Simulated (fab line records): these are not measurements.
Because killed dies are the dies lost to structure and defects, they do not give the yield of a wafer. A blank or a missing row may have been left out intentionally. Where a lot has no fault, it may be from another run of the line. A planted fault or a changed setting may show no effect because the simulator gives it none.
fab line records ; flow n5_finfet ; part 1 of 2: steps 1 to 19 of 28
record lots=5; wafers=15; last_day=19
route steps=1938 shown BEOL_M5@1157
lots with no fault: from the same line, run without faults
start_h: hours from the record's opening day to when the first of the lot's shown wafers began ; wait_h: how many hours have passed since the lot's step before this one ; " identical to the entry in the row above ; L1.1+2: one row covering several wafers at once ; - no value, or no start was given ; * or withheld: withheld ; < > ~ a bound
route shown NAME@n: NAME is a module with steps in the file, n the number in the route of the first one ; usual: mean/standard deviation taken from wafers without a fault ; same: alike in all rows ; chamber/n: place in a boat ; sites: readings site by site ; _std_site: the standard deviation of these ; _edge_site: mean of outer sites minus mean of inner sites ; radius_mm: how far each site lies from the wafer's centre ; mask NAME#n: copy n ; behind: tool/chamber where the wafer was last shaped ; hold: cause of the lot's hold/its duration in hours/its outcome ; device: which transistor (n, p or np) failed to switch ; end of line: tests run on the same wafers once the route is complete ; step lacking rows: just its recipe ; killed: the dies lost at the first sort to structure and to defects; this is not the yield of the wafer ; map: a wafer's dies, marking killed ones x, the rest . and places with no die _
set.NAME: the setting the step ran with; set.NAME@STEP: the setting that earlier step ran with ; model.NAME: the simulator's own value behind a step, which no gauge read
lots seen at some steps along the route; tables by step, rows by wafer
services: a tool's chamber out of use, with start hour (start_h, from the record's first day; less than 0 if before it), hours out, and reason
## steps
# step N5_BEOL_M5_VIA_ETCH_34
# recipe chemistry=C4F6/O2; target=SiCOH_lowk; target_depth_a=883; mask_material=SOC; taper_deg=4; time_s=39.2; ion_energy_ev=250; pressure_mtorr=30; source_w=345; bias_w=185; Ar_flow_sccm=300; C4F6_flow_sccm=10; O2_flow_sccm=10
# usual O2_flow_sccm=10.003/0.029; drypump_motor_current_A=5.8/0.48; mfc_ar_sccm=299.9/0.95; oes_product_au=0.81/0.088; rf_vpp_V=671/9.8; showerhead_plenum_p_Torr=2.84/0.1; throttle_valve_pct=20.95/0.29
lot.wafer;tool;chamber;start_h;wait_h;O2_flow_sccm;drypump_motor_current_A;mfc_ar_sccm;oes_product_au;rf_hours_counter_h;rf_vpp_V;showerhead_plenum_p_Torr;throttle_valve_pct
L074.2;rie_diel-05;1;214.19;0.0;9.984;5.6;299.8;0.67;233;669;2.93;20.97
L074.4;rie_diel-05;2;214.19;0.0;10.054;6.0;301.2;0.75;150;657;2.96;21.34
L074.5;rie_diel-05;1;214.19;0.0;9.970;5.6;299.4;0.66;-;669;2.93;20.97
L076.2;rie_diel-05;3;230.61;0.0;10.022;5.1;299.5;0.71;217;673;2.81;20.58
L076.3;rie_diel-05;0;230.61;0.0;9.992;5.8;298.8;0.96;8;666;2.81;20.87
L076.6;rie_diel-05;1;230.61;0.0;10.034;5.6;298.9;0.68;-;670;2.93;20.97
L081.2;rie_diel-02;1;276.21;0.0;9.999;6.6;300.0;0.85;56;687;2.99;20.68
L081.5;rie_diel-02;1;276.21;0.0;9.929;6.6;298.1;0.85;-;687;2.99;20.69
L081.6;rie_diel-02;0;276.21;0.0;9.994;6.1;299.7;0.92;-;664;2.92;20.36
L087.3;rie_diel-02;3;294.69;0.0;10.001;5.2;299.8;0.86;75;668;2.88;21.22
L087.4;rie_diel-02;0;294.69;0.0;10.024;6.2;300.1;0.91;21;664;2.92;20.34
L087.6;rie_diel-02;3;294.69;0.0;10.035;5.2;299.1;0.85;-;667;2.88;21.24
L093.2;rie_diel-05;0;339.78;0.0;10.008;5.8;302.3;0.87;46;665;2.79;20.92
L093.3;rie_diel-05;1;339.78;0.0;10.003;5.6;299.8;0.93;19;669;2.91;20.67
L093.5;rie_diel-05;1;339.78;0.0;10.022;5.6;298.7;0.93;-;668;2.91;20.66
# step N5_BEOL_M5_STRIP_85
# recipe chemistry=C4F6/O2; resist=SiARC; rf_frequency_hz=6e+07
lot.wafer;tool;chamber;start_h;wait_h
L074.2+4+5;rie_diel-05;1,2,1;214.23;0.0
L076.2+3+6;rie_diel-05;3,0,1;230.65;0.0
L081.2+5+6;rie_diel-02;1,1,0;276.24;0.0
L087.3+4+6;rie_diel-02;3,0,3;294.72;0.0
L093.2+3+5;rie_diel-05;0,1,1;339.82;0.0
# step N5_BEOL_M5_STRIP_36
# recipe chemistry=N2/H2; power_w=450; temp_c=40; pressure_mtorr=20; rf_frequency_hz=6e+07; overash_fraction=0.3; bias_power_w=7; h2_frac=0.5; n2_flow_sccm=200; h2_flow_sccm=200
# usual drypump_motor_current_A=5.8/0.49; oes_product_au=0.80/0.09; rf_vpp_V=59.1/1.6; showerhead_plenum_p_Torr=2.53/0.1; throttle_valve_pct=23.81/0.26
lot.wafer;tool;chamber;start_h;wait_h;drypump_motor_current_A;oes_product_au;rf_hours_counter_h;rf_vpp_V;showerhead_plenum_p_Torr;throttle_valve_pct
L074.2;rie_diel-05;1;214.24;0.0;5.6;0.68;233;60.7;2.62;24.03
L074.4;rie_diel-05;2;214.24;0.0;6.0;0.75;150;59.9;2.66;24.17
L074.5;rie_diel-05;1;214.24;0.0;5.6;0.68;-;59.4;2.62;24.03
L076.2;rie_diel-05;3;230.66;0.0;5.1;0.70;217;57.7;2.51;23.43
L076.3;rie_diel-05;0;230.66;0.0;5.8;0.95;8;60.1;2.48;23.73
L076.6;rie_diel-05;1;230.66;0.0;5.6;0.69;-;59.8;2.62;24.07
L081.2;rie_diel-02;1;276.25;0.0;6.5;0.86;56;59.2;2.69;23.73
L081.5;rie_diel-02;1;276.25;0.0;6.6;0.85;-;60.4;2.69;23.74
L081.6;rie_diel-02;0;276.25;0.0;6.1;0.92;-;59.0;2.60;23.29
L087.3;rie_diel-02;3;294.73;0.0;5.2;0.86;76;60.7;2.57;24.21
L087.4;rie_diel-02;0;294.73;0.0;6.1;0.89;21;60.4;2.60;23.30
L087.6;rie_diel-02;3;294.73;0.0;5.2;0.86;-;59.3;2.57;24.23
L093.2;rie_diel-05;0;339.83;0.0;5.8;0.88;46;58.9;2.46;23.78
L093.3;rie_diel-05;1;339.83;0.0;5.7;0.94;19;58.8;2.60;23.78
L093.5;rie_diel-05;1;339.83;0.0;5.7;0.94;-;61.2;2.60;23.76
# step N5_BEOL_M5_TRENCH_ETCH_37
# recipe chemistry=C4F6/O2; target_depth_a=716.52; target=SiCOH_lowk; time_s=24.7; ion_energy_ev=250; pressure_mtorr=30; source_w=345; bias_w=185; Ar_flow_sccm=300; C4F6_flow_sccm=10; O2_flow_sccm=10
# usual O2_flow_sccm=10.004/0.03; drypump_motor_current_A=5.8/0.48; mfc_ar_sccm=300.0/0.95; oes_product_au=0.80/0.088; rf_vpp_V=671/9.7; showerhead_plenum_p_Torr=2.84/0.1; throttle_valve_pct=20.99/0.29
lot.wafer;tool;chamber;start_h;wait_h;O2_flow_sccm;drypump_motor_current_A;mfc_ar_sccm;oes_product_au;rf_hours_counter_h;rf_vpp_V;showerhead_plenum_p_Torr;throttle_valve_pct
L074.2;rie_diel-05;1;-;-;9.999;5.6;298.6;0.67;233;670;2.93;21.00
L074.4;rie_diel-05;2;-;-;10.015;6.0;299.8;0.75;150;659;2.96;21.37
L074.5;rie_diel-05;1;-;-;10.036;5.6;300.2;0.67;-;668;2.93;21.00
L076.2;rie_diel-05;3;-;-;10.000;5.2;300.3;0.70;217;672;2.81;20.62
L076.3;rie_diel-05;0;-;-;9.998;5.8;299.6;0.95;8;665;2.81;20.91
L076.6;rie_diel-05;1;-;-;10.022;5.6;302.4;0.67;-;670;2.93;21.02
L081.2;rie_diel-02;1;-;-;10.052;6.5;300.1;0.84;56;686;2.99;20.73
L081.5;rie_diel-02;1;-;-;10.032;6.6;299.4;0.85;-;687;2.99;20.73
L081.6;rie_diel-02;0;-;-;9.984;6.1;299.8;0.92;-;666;2.92;20.37
L087.3;rie_diel-02;3;-;-;9.957;5.2;299.1;0.85;76;667;2.88;21.28
L087.4;rie_diel-02;0;-;-;9.983;6.1;299.8;0.91;21;666;2.92;20.39
L087.6;rie_diel-02;3;-;-;10.004;5.2;298.3;0.84;-;668;2.88;21.27
L093.2;rie_diel-05;0;-;-;10.021;5.8;300.2;0.89;46;664;2.79;20.96
L093.3;rie_diel-05;1;-;-;10.010;5.6;299.6;0.95;19;668;2.91;20.70
L093.5;rie_diel-05;1;-;-;10.020;5.6;300.6;0.94;-;669;2.91;20.72
# step N5_BEOL_M5_ETCH_41
# recipe chemistry=CH3F/O2; target=SiCN; target_depth_a=315; taper_deg=2; time_s=56.7; ion_energy_ev=120; mask_material=TiN; pressure_mtorr=30; source_w=395; bias_w=75; Ar_flow_sccm=150; CH3F_flow_sccm=30; O2_flow_sccm=20
# usual O2_flow_sccm=20.00/0.062; drypump_motor_current_A=5.7/0.48; mfc_ar_sccm=149.9/0.48; oes_product_au=0.81/0.088; rf_vpp_V=297.2/1.7; showerhead_plenum_p_Torr=2.00/0.075; throttle_valve_pct=16.37/0.28
lot.wafer;tool;chamber;start_h;wait_h;O2_flow_sccm;drypump_motor_current_A;mfc_ar_sccm;oes_product_au;rf_hours_counter_h;rf_vpp_V;showerhead_plenum_p_Torr;throttle_valve_pct
L074.2;rie_diel-05;1;-;-;19.91;5.6;150.4;0.67;233;297.7;2.06;16.43
L074.4;rie_diel-05;2;-;-;20.07;6.0;149.5;0.75;150;298.2;2.08;16.75
L074.5;rie_diel-05;1;-;-;19.95;5.7;150.0;0.67;-;298.5;2.06;16.43
L076.2;rie_diel-05;3;-;-;20.07;5.2;149.7;0.70;217;296.1;1.98;16.14
L076.3;rie_diel-05;0;-;-;19.96;5.8;150.2;0.96;8;295.1;1.97;16.19
L076.6;rie_diel-05;1;-;-;20.06;5.6;150.6;0.67;-;297.6;2.06;16.46
L081.2;rie_diel-02;1;-;-;19.95;6.5;150.8;0.86;56;298.4;2.11;16.14
L081.5;rie_diel-02;1;-;-;19.93;6.6;150.4;0.85;-;300.3;2.11;16.13
L081.6;rie_diel-02;0;-;-;19.95;6.1;149.6;0.91;-;299.3;2.05;15.73
L087.3;rie_diel-02;3;-;-;20.04;5.2;149.9;0.85;76;296.7;2.02;16.56
L087.4;rie_diel-02;0;-;-;20.00;6.1;150.2;0.91;21;298.8;2.05;15.76
L087.6;rie_diel-02;3;-;-;20.06;5.2;149.8;0.85;-;296.6;2.02;16.57
L093.2;rie_diel-05;0;-;-;20.04;5.8;150.1;0.88;46;296.7;1.96;16.27
L093.3;rie_diel-05;1;-;-;19.98;5.6;150.8;0.94;19;299.7;2.05;16.03
L093.5;rie_diel-05;1;-;-;19.96;5.7;150.7;0.94;-;299.8;2.05;16.03
# step N5_BEOL_M5_STRIP_91
# recipe chemistry=N2/H2; time_s=10; power_w=450; temp_c=40; pressure_mtorr=20; rf_frequency_hz=6e+07; bias_power_w=7; n2_flow_sccm=200; h2_flow_sccm=200
# usual drypump_motor_current_A=5.8/0.48; oes_product_au=0.80/0.089; rf_vpp_V=59.0/0.87; showerhead_plenum_p_Torr=2.53/0.1; throttle_valve_pct=23.81/0.26
lot.wafer;tool;chamber;start_h;wait_h;drypump_motor_current_A;oes_product_au;rf_hours_counter_h;rf_vpp_V;showerhead_plenum_p_Torr;throttle_valve_pct
L074.2;rie_diel-05;1;-;-;5.7;0.68;233;57.8;2.62;24.04
L074.4;rie_diel-05;2;-;-;6.0;0.75;150;59.6;2.66;24.18
L074.5;rie_diel-05;1;-;-;5.6;0.68;-;58.5;2.62;24.02
L076.2;rie_diel-05;3;-;-;5.2;0.70;217;58.6;2.51;23.43
L076.3;rie_diel-05;0;-;-;5.8;0.96;8;59.2;2.48;23.75
L076.6;rie_diel-05;1;-;-;5.6;0.67;-;59.3;2.62;24.06
L081.2;rie_diel-02;1;-;-;6.5;0.84;56;59.5;2.69;23.74
L081.5;rie_diel-02;1;-;-;6.6;0.84;-;58.6;2.69;23.74
L081.6;rie_diel-02;0;-;-;6.1;0.91;-;59.3;2.61;23.28
L087.3;rie_diel-02;3;-;-;5.2;0.85;76;59.2;2.57;24.23
L087.4;rie_diel-02;0;-;-;6.2;0.89;21;59.9;2.60;23.28
L087.6;rie_diel-02;3;-;-;5.3;0.84;-;59.7;2.57;24.22
L093.2;rie_diel-05;0;-;-;5.8;0.88;46;58.7;2.46;23.80
L093.3;rie_diel-05;1;-;-;5.6;0.94;19;58.8;2.60;23.78
L093.5;rie_diel-05;1;-;-;5.6;0.94;-;58.4;2.60;23.79
# step N5_BEOL_M5_OCD_MEAS_38
# usual trench_depth_nm=71.7/1.3
lot.wafer;tool;chamber;start_h;wait_h;trench_depth_nm
L074.2;ocd-01;-;214.43;-;68.7
L074.4;ocd-01;-;214.43;-;71.9
L074.5;ocd-01;-;214.43;-;68.5
L076.2;ocd-01;-;230.85;-;70.2
L076.3;ocd-01;-;230.85;-;72.8
L076.6;ocd-01;-;230.85;-;69.7
L081.2;ocd-02;-;276.45;-;72.4
L081.5;ocd-02;-;276.45;-;72.2
L081.6;ocd-02;-;276.45;-;72.9
L087.3;ocd-02;-;294.93;-;71.9
L087.4;ocd-02;-;294.93;-;74.0
L087.6;ocd-02;-;294.93;-;72.3
L093.2;ocd-02;-;340.02;-;74.6
L093.3;ocd-02;-;340.02;-;73.3
L093.5;ocd-02;-;340.02;-;73.7
# step N5_BEOL_M5_HM_STRIP_39
# recipe chemistry=peroxide_tin_strip; material=TiN; target_depth_a=250; temp_c=50; time_s=158
# usual bath_heat_duty_pct=7.1/0.86
lot.wafer;tool;chamber;start_h;wait_h;bath_heat_duty_pct
L074.2;wet_bench-06;6;214.46;0.0;7.8
L074.4;wet_bench-06;2;214.46;0.0;6.4
L074.5;wet_bench-06;1;214.46;0.0;8.0
L076.2;wet_bench-06;1;230.88;0.0;7.5
L076.3;wet_bench-06;3;230.88;0.0;6.2
L076.6;wet_bench-06;0;230.88;0.0;6.4
L081.2;wet_bench-03;2;276.48;0.0;7.2
L081.5;wet_bench-03;3;276.48;0.0;7.1
L081.6;wet_bench-03;4;276.48;0.0;6.5
L087.3;wet_bench-05;0;294.96;0.0;7.3
L087.4;wet_bench-05;4;294.96;0.0;6.9
L087.6;wet_bench-05;1;294.96;0.0;8.7
L093.2;wet_bench-03;6;340.05;0.0;8.2
L093.3;wet_bench-03;4;340.05;0.0;6.1
L093.5;wet_bench-03;1;340.05;0.0;6.2
# step N5_BEOL_M5_SRD_40
# recipe time_s=30; temp_c=23; rinse_liquid=diw; dry=ipa_marangoni
# usual bath_heat_duty_pct=3.6/0.48
lot.wafer;tool;chamber;start_h;wait_h;bath_heat_duty_pct
L074.2;wet_bench-06;6;214.51;0.0;3.6
L074.4;wet_bench-06;2;214.51;0.0;3.3
L074.5;wet_bench-06;1;214.51;0.0;3.7
L076.2;wet_bench-06;1;230.93;0.0;4.5
L076.3;wet_bench-06;3;230.93;0.0;3.7
L076.6;wet_bench-06;0;230.93;0.0;3.3
L081.2;wet_bench-03;2;276.53;0.0;3.2
L081.5;wet_bench-03;3;276.53;0.0;3.2
L081.6;wet_bench-03;4;276.53;0.0;3.1
L087.3;wet_bench-05;0;295.01;0.0;3.4
L087.4;wet_bench-05;4;295.01;0.0;3.6
L087.6;wet_bench-05;1;295.01;0.0;4.7
L093.2;wet_bench-03;6;340.10;0.0;3.8
L093.3;wet_bench-03;4;340.10;0.0;2.6
L093.5;wet_bench-03;1;340.10;0.0;3.2
# step N5_BEOL_M5_PRECLEAN_42
# recipe chemistry=residue_remover; time_s=60; temp_c=40
# usual bath_heat_duty_pct=4.4/0.64
lot.wafer;tool;chamber;start_h;wait_h;bath_heat_duty_pct
L074.2;wet_bench-06;6;214.53;0.0;5.2
L074.4;wet_bench-06;2;214.53;0.0;3.1
L074.5;wet_bench-06;1;214.53;0.0;5.1
L076.2;wet_bench-06;1;230.95;0.0;5.5
L076.3;wet_bench-06;3;230.95;0.0;4.2
L076.6;wet_bench-06;0;230.95;0.0;3.5
L081.2;wet_bench-03;2;276.55;0.0;5.1
L081.5;wet_bench-03;3;276.55;0.0;4.2
L081.6;wet_bench-03;4;276.55;0.0;3.7
L087.3;wet_bench-05;0;295.03;0.0;4.9
L087.4;wet_bench-05;4;295.03;0.0;3.9
L087.6;wet_bench-05;1;295.03;0.0;5.8
L093.2;wet_bench-03;6;340.12;0.0;4.7
L093.3;wet_bench-03;4;340.12;0.0;4.0
L093.5;wet_bench-03;1;340.12;0.0;4.4
# step N5_BEOL_M5_SRD_43
# recipe time_s=30; temp_c=23; rinse_liquid=diw; dry=ipa_marangoni
# usual bath_heat_duty_pct=3.6/0.59
lot.wafer;tool;chamber;start_h;wait_h;bath_heat_duty_pct
L074.2;wet_bench-06;6;214.54;0.0;4.0
L074.4;wet_bench-06;2;214.54;0.0;2.9
L074.5;wet_bench-06;1;214.54;0.0;3.8
L076.2;wet_bench-06;1;230.96;0.0;4.1
L076.3;wet_bench-06;3;230.96;0.0;3.2
L076.6;wet_bench-06;0;230.96;0.0;3.6
L081.2;wet_bench-03;2;276.56;0.0;4.2
L081.5;wet_bench-03;3;276.56;0.0;3.4
L081.6;wet_bench-03;4;276.56;0.0;3.0
L087.3;wet_bench-05;0;295.05;0.0;3.7
L087.4;wet_bench-05;4;295.05;0.0;3.3
L087.6;wet_bench-05;1;295.05;0.0;4.5
L093.2;wet_bench-03;6;340.13;0.0;4.4
L093.3;wet_bench-03;4;340.13;0.0;3.2
L093.5;wet_bench-03;1;340.13;0.0;2.4
# step N5_BEOL_M5_CD_MEAS_35
# recipe target_cd_nm=28; target_cd_y_nm=24; polarity=opening
# usual cd_nm=28.2/0.4
lot.wafer;tool;chamber;start_h;wait_h;cd_nm
L074.2;cd_sem-02;-;214.59;0.0;27.9
L074.4;cd_sem-02;-;214.59;0.0;28.1
L074.5;cd_sem-02;-;214.59;0.0;28.0
L076.2;cd_sem-01;-;231.01;0.0;28.3
L076.3;cd_sem-01;-;231.01;0.0;28.0
L076.6;cd_sem-01;-;231.01;0.0;28.5
L081.2;cd_sem-03;-;276.61;0.0;28.4
L081.5;cd_sem-03;-;276.61;0.0;28.6
L081.6;cd_sem-03;-;276.61;0.0;27.9
L087.3;cd_sem-03;-;295.10;0.0;27.8
L087.4;cd_sem-03;-;295.10;0.0;28.9
L087.6;cd_sem-03;-;295.10;0.0;28.4
L093.2;cd_sem-02;-;340.18;0.0;28.6
L093.3;cd_sem-02;-;340.18;0.0;28.1
L093.5;cd_sem-02;-;340.18;0.0;27.9
# step N5_BEOL_M5_CURE_80
# recipe temp_c=370; time_s=120; ambient=DMADMS/He; material=SiCOH_lowk
# usual lamp_power_pct=52.31/0.053; wafer_temp_C_max=371.9/0.71
lot.wafer;tool;chamber;start_h;wait_h;lamp_power_pct;wafer_temp_C_max
L074.2;uv_cure-03;2;214.75;0.2;52.28;371.5
L074.4;uv_cure-03;2;214.75;0.2;52.30;371.2
L074.5;uv_cure-03;2;214.75;0.2;52.38;371.6
L076.2;uv_cure-01;2;231.10;0.1;52.30;371.9
L076.3;uv_cure-01;2;231.10;0.1;52.27;371.3
L076.6;uv_cure-01;2;231.10;0.1;52.21;372.0
L081.2;uv_cure-02;1;276.78;0.2;52.29;372.0
L081.5;uv_cure-02;1;276.78;0.2;52.32;372.4
L081.6;uv_cure-02;1;276.78;0.2;52.25;372.1
L087.3;uv_cure-03;1;295.24;0.1;52.33;372.4
L087.4;uv_cure-03;1;295.24;0.1;52.26;372.4
L087.6;uv_cure-03;1;295.24;0.1;52.24;374.0
L093.2;uv_cure-02;2;340.27;0.1;52.27;371.4
L093.3;uv_cure-02;2;340.27;0.1;52.32;371.4
L093.5;uv_cure-02;2;340.27;0.1;52.33;371.5
# step N5_BEOL_M5_DEGAS_44
# recipe ambient=vacuum; temp_c=250; time_s=60
# usual heater_power_w=314/39
lot.wafer;tool;chamber;start_h;wait_h;heater_power_w
L074.2;pvd_sputter-01;-;215.21;0.4;357
L074.4;pvd_sputter-01;-;215.21;0.4;354
L074.5;pvd_sputter-01;-;215.21;0.4;347
L076.2;pvd_sputter-01;-;231.81;0.7;343
L076.3;pvd_sputter-01;-;231.81;0.7;315
L076.6;pvd_sputter-01;-;231.81;0.7;328
L081.2;pvd_sputter-02;-;277.39;0.6;332
L081.5;pvd_sputter-02;-;277.39;0.6;275
L081.6;pvd_sputter-02;-;277.39;0.6;389
L087.3;pvd_sputter-03;-;295.60;0.3;265
L087.4;pvd_sputter-03;-;295.60;0.3;292
L087.6;pvd_sputter-03;-;295.60;0.3;276
L093.2;pvd_sputter-03;-;340.73;0.4;346
L093.3;pvd_sputter-03;-;340.73;0.4;282
L093.5;pvd_sputter-03;-;340.73;0.4;283
# step N5_BEOL_M5_PRE_CLEAN_45
# recipe gas=H2/He; time_s=30; temp_c=250
# usual heater_power_w=314/37
lot.wafer;tool;chamber;start_h;wait_h;heater_power_w
L074.2;pvd_sputter-01;-;215.25;0.0;352
L074.4;pvd_sputter-01;-;215.25;0.0;345
L074.5;pvd_sputter-01;-;215.25;0.0;339
L076.2;pvd_sputter-01;-;231.85;0.0;345
L076.3;pvd_sputter-01;-;231.85;0.0;315
L076.6;pvd_sputter-01;-;231.85;0.0;326
L081.2;pvd_sputter-02;-;277.43;0.0;329
L081.5;pvd_sputter-02;-;277.43;0.0;286
L081.6;pvd_sputter-02;-;277.43;0.0;389
L087.3;pvd_sputter-03;-;295.64;0.0;270
L087.4;pvd_sputter-03;-;295.64;0.0;287
L087.6;pvd_sputter-03;-;295.64;0.0;276
L093.2;pvd_sputter-03;-;340.77;0.0;347
L093.3;pvd_sputter-03;-;340.77;0.0;286
L093.5;pvd_sputter-03;-;340.77;0.0;276
# step N5_BEOL_M5_ALD_86
# recipe material=TaN; target_thk_a=*; temp_c=275; ald_precursor_family=PDMAT; ald_co_reactant=NH3; pressure_torr=3; carrier_flow_sccm=1500; pulse_time_s=2; purge_time_s=3; co_reactant_purge_time_s=2; co_reactant_pulse_time_s=3; ald_cycles=30; precursor_vessel_temp_c=75; precursor_vessel_pressure_torr=26.25; precursor_vessel_carrier_sccm=1000
# usual heater_power_w=420/44; mfc_carrier_sccm=1500/4.7; precursor_vessel_carrier_sccm=1000.1/2.7; precursor_vessel_temp_c=75.00/0.11
lot.wafer;tool;chamber;start_h;wait_h;heater_power_w;mfc_carrier_sccm;precursor_vessel_carrier_sccm;precursor_vessel_temp_c
L074.2;ald_metal-04;2;215.51;0.2;412;1495;999.3;75.03
L074.4;ald_metal-04;0;215.51;0.2;513;1505;995.9;75.06
L074.5;ald_metal-04;2;215.51;0.2;406;1495;999.1;75.04
L076.2;ald_metal-03;2;231.93;0.1;470;1495;1001.2;75.06
L076.3;ald_metal-03;1;231.93;0.1;390;1499;1001.2;74.91
L076.6;ald_metal-03;0;231.93;0.1;449;1500;998.8;75.05
L081.2;ald_metal-01;2;277.49;0.0;352;1506;1002.2;74.75
L081.5;ald_metal-01;0;277.49;0.0;426;1505;996.8;74.96
L081.6;ald_metal-01;1;277.49;0.0;389;1503;998.2;74.95
L087.3;ald_metal-01;3;295.70;0.0;410;1499;1002.7;74.82
L087.4;ald_metal-01;0;295.70;0.0;437;1505;999.9;74.92
L087.6;ald_metal-01;2;295.70;0.0;337;1500;999.8;75.10
L093.2;ald_metal-01;1;340.90;0.1;383;1500;1005.5;75.20
L093.3;ald_metal-01;3;340.90;0.1;395;1499;1000.7;75.27
L093.5;ald_metal-01;2;340.90;0.1;341;1503;1000.1;75.01
# step N5_BEOL_M5_SURFACE_TREAT_87
# recipe gas=Ar; time_s=*; ion_energy_ev=*; ion_current_ma_cm2=0.5; pressure_mtorr=*; ar_flow_sccm=30
# usual throttle_valve_pct=*
lot.wafer;tool;chamber;start_h;wait_h;throttle_valve_pct
L074.2;pvd_sputter-03;-;215.79;0.2;*
L074.4;pvd_sputter-03;-;215.79;0.2;*
L074.5;pvd_sputter-03;-;215.79;0.2;*
L076.2;pvd_sputter-03;-;232.20;0.2;*
L076.3;pvd_sputter-03;-;232.20;0.2;*
L076.6;pvd_sputter-03;-;232.20;0.2;*
L081.2;pvd_sputter-03;-;277.75;0.2;*
L081.5;pvd_sputter-03;-;277.75;0.2;*
L081.6;pvd_sputter-03;-;277.75;0.2;*
L087.3;pvd_sputter-03;-;296.04;0.2;*
L087.4;pvd_sputter-03;-;296.04;0.2;*
L087.6;pvd_sputter-03;-;296.04;0.2;*
L093.2;pvd_sputter-03;-;342.65;1.6;*
L093.3;pvd_sputter-03;-;342.65;1.6;*
L093.5;pvd_sputter-03;-;342.65;1.6;*
# step N5_BEOL_M5_CVD_47
# recipe material=Co; target_thk_a=30; temp_c=withheld; precursor=CCTBA/H2; pressure_torr=30; time_s=216
lot.wafer;tool;chamber;start_h;wait_h
L074.2+4+5;cvd_co-02;0,1,0;215.85;0.0
L076.2+3+6;cvd_co-02;2,0,1;232.26;0.0
L081.2+5+6;cvd_co-02;1,2,0;277.87;0.1
L087.3+4+6;cvd_co-01;0,1,2;296.41;0.3
L093.2+3+5;cvd_co-01;0;342.71;0.0
# step N5_BEOL_M5_SPUTTER_48
# recipe material=Cu; target_thk_a=150; temp_c=-20; chamber_pressure_pa=0.07; power_w=withheld; time_s=27.62
# usual chuck_sensor_temp_C=-15.8/0.4; throttle_valve_pct=29.8/1.1
lot.wafer;tool;chamber;start_h;wait_h;chuck_sensor_temp_C;throttle_valve_pct
L074.2;pvd_sputter-01;-;216.01;0.1;-15.8;29.9
L074.4;pvd_sputter-01;-;216.01;0.1;-15.7;31.0
L074.5;pvd_sputter-01;-;216.01;0.1;-16.0;30.8
L076.2;pvd_sputter-03;-;232.48;0.2;-15.8;28.7
L076.3;pvd_sputter-03;-;232.48;0.2;-16.2;28.9
L076.6;pvd_sputter-03;-;232.48;0.2;-16.2;29.2
L081.2;pvd_sputter-03;-;278.15;0.2;-15.4;30.5
L081.5;pvd_sputter-03;-;278.15;0.2;-16.1;30.7
L081.6;pvd_sputter-03;-;278.15;0.2;-15.4;30.7
L087.3;pvd_sputter-02;-;296.56;0.1;-16.0;29.5
L087.4;pvd_sputter-02;-;296.56;0.1;-15.5;29.9
L087.6;pvd_sputter-02;-;296.56;0.1;-15.6;30.2
L093.2;pvd_sputter-03;-;342.99;0.2;-15.3;30.6
L093.3;pvd_sputter-03;-;342.99;0.2;-16.1;30.6
L093.5;pvd_sputter-03;-;342.99;0.2;-15.3;30.4
